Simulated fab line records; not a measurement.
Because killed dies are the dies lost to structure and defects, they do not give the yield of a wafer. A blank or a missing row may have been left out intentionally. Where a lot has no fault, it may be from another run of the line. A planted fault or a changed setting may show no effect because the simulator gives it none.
Which tool did it? || flow nand harc || Sampling: 7 lots, 21 wafers, 4 of 1302 route steps

== WHAT THE GAUGES READ, wafer by wafer ==
NHARC_A_ONON_D2_THK_MEAS_08: measures by ellipsometry.
{"lot": "L169", "measured": "day 12 11:01", "on": "film metro-02", "thk nm (nm)": "1000 1000 999"}
{"lot": "L173", "measured": "day 13 16:59", "on": "film metro-01", "thk nm (nm)": "1001 1003 1003"}
{"lot": "L176", "measured": "day 14 23:20", "on": "film metro-01", "thk nm (nm)": "1032 1031 1033"}
{"lot": "L185", "measured": "day 19 01:11", "on": "film metro-02", "thk nm (nm)": "649 650 648"}
{"lot": "L188", "measured": "day 19 19:20", "on": "film metro-01", "thk nm (nm)": "999 999 997"}
{"lot": "L190", "measured": "day 21 02:14", "on": "film metro-01", "thk nm (nm)": "996 997 996"}
{"lot": "L192", "measured": "day 21 14:49", "on": "film metro-01", "thk nm (nm)": "1016 1014 1014"}

== EACH LOT AND THE TOOL THAT RAN IT (in order: tool; ch and the chambers of the sampled wafers; start) ==
{"lot": "L169", "NHARC_A_CHANNEL_FILL_D1_ETCHBACK_08": "rie diel-12 ch 0,3, day 12 08:21 or earlier", "NHARC_A_DECK1_JOINT_CMP_02": "cmp-01 ch 0,3, day 12 08:21", "NHARC_A_ONON_D2_DEP_06": "pecvd onon-03 ch 0, day 12 10:31"}
{"lot": "L173", "NHARC_A_CHANNEL_FILL_D1_ETCHBACK_08": "rie diel-04 ch 0,1,2, day 13 14:32 or earlier", "NHARC_A_DECK1_JOINT_CMP_02": "cmp-01 ch 0,2, day 13 14:32", "NHARC_A_ONON_D2_DEP_06": "pecvd onon-02 ch 0, day 13 16:32"}
{"lot": "L176", "NHARC_A_CHANNEL_FILL_D1_ETCHBACK_08": "rie diel-04 ch 1,2,3, day 14 20:55 or earlier", "NHARC_A_DECK1_JOINT_CMP_02": "cmp-03 ch 0,2,3, day 14 20:55", "NHARC_A_ONON_D2_DEP_06": "pecvd onon-03 ch 0, day 14 22:53"}
{"lot": "L185", "NHARC_A_CHANNEL_FILL_D1_ETCHBACK_08": "rie diel-04 ch 0,1,3, day 18 22:46 or earlier", "NHARC_A_DECK1_JOINT_CMP_02": "cmp-03 ch 1,2,3, day 18 22:46", "NHARC_A_ONON_D2_DEP_06": "pecvd onon-02 ch 0, day 19 00:40"}
{"lot": "L188", "NHARC_A_CHANNEL_FILL_D1_ETCHBACK_08": "rie diel-04 ch 1,2,3, day 19 16:55 or earlier", "NHARC_A_DECK1_JOINT_CMP_02": "cmp-03 ch 0,2,3, day 19 16:55", "NHARC_A_ONON_D2_DEP_06": "pecvd onon-04 ch 0, day 19 18:49"}
{"lot": "L190", "NHARC_A_CHANNEL_FILL_D1_ETCHBACK_08": "rie diel-05 ch 0,1,3, day 20 23:49 or earlier", "NHARC_A_DECK1_JOINT_CMP_02": "cmp-03 ch 1,2,3, day 20 23:49", "NHARC_A_ONON_D2_DEP_06": "pecvd onon-03 ch 0, day 21 01:43"}
{"lot": "L192", "NHARC_A_CHANNEL_FILL_D1_ETCHBACK_08": "rie diel-05 ch 1,2,3, day 21 12:25 or earlier", "NHARC_A_DECK1_JOINT_CMP_02": "cmp-03 ch 0,1,3, day 21 12:25", "NHARC_A_ONON_D2_DEP_06": "pecvd onon-03 ch 0, day 21 14:22"}
- NHARC_A_CHANNEL_FILL_D1_ETCHBACK_08: etches the open film in C4F8, target depth 220 nm, time 110 s.
- NHARC_A_DECK1_JOINT_CMP_02: polishes SiOx.
- NHARC_A_ONON_D2_DEP_06: target thk 1000 nm.

== THE ANSWER, worked out from the rows above alone ==
Rule: what is usual is taken from the lots themselves. Put in order of their means at a reading, lots are off if they are a third of the lots or fewer, leave a main group of 4 or more, and stand apart from it by a gap of 3 or more times the standard deviation of the main group's means; of several such gaps the widest counts. If all means in a main group match to the digits the tables above print for the reading, that group is not used. Also off: a lot with no number at a reading for which 4 or more lots have one. Where the step has rows for the other lots, those lots are counted as sound.
Off, at NHARC_A_ONON_D2_THK_MEAS_08 on thk nm: L185. The main group: mean 1007 nm, standard deviation 13.
A tool fits if, at a process step before that reading, it ran every lot that is off, and no sound lot after the first of them. The gauges at NHARC_A_ONON_D2_THK_MEAS_08 are tried like those tools. With no start given for some of its lots, NHARC_A_CHANNEL_FILL_D1_ETCHBACK_08 uses the hours and lot order of NHARC_A_DECK1_JOINT_CMP_02. 2 tools fit, pecvd onon-02 at NHARC_A_ONON_D2_DEP_06 and film metro-02 at NHARC_A_ONON_D2_THK_MEAS_08, so this cannot tell which one it is.

== WHAT THE SIMULATOR HAD INSERTED ==
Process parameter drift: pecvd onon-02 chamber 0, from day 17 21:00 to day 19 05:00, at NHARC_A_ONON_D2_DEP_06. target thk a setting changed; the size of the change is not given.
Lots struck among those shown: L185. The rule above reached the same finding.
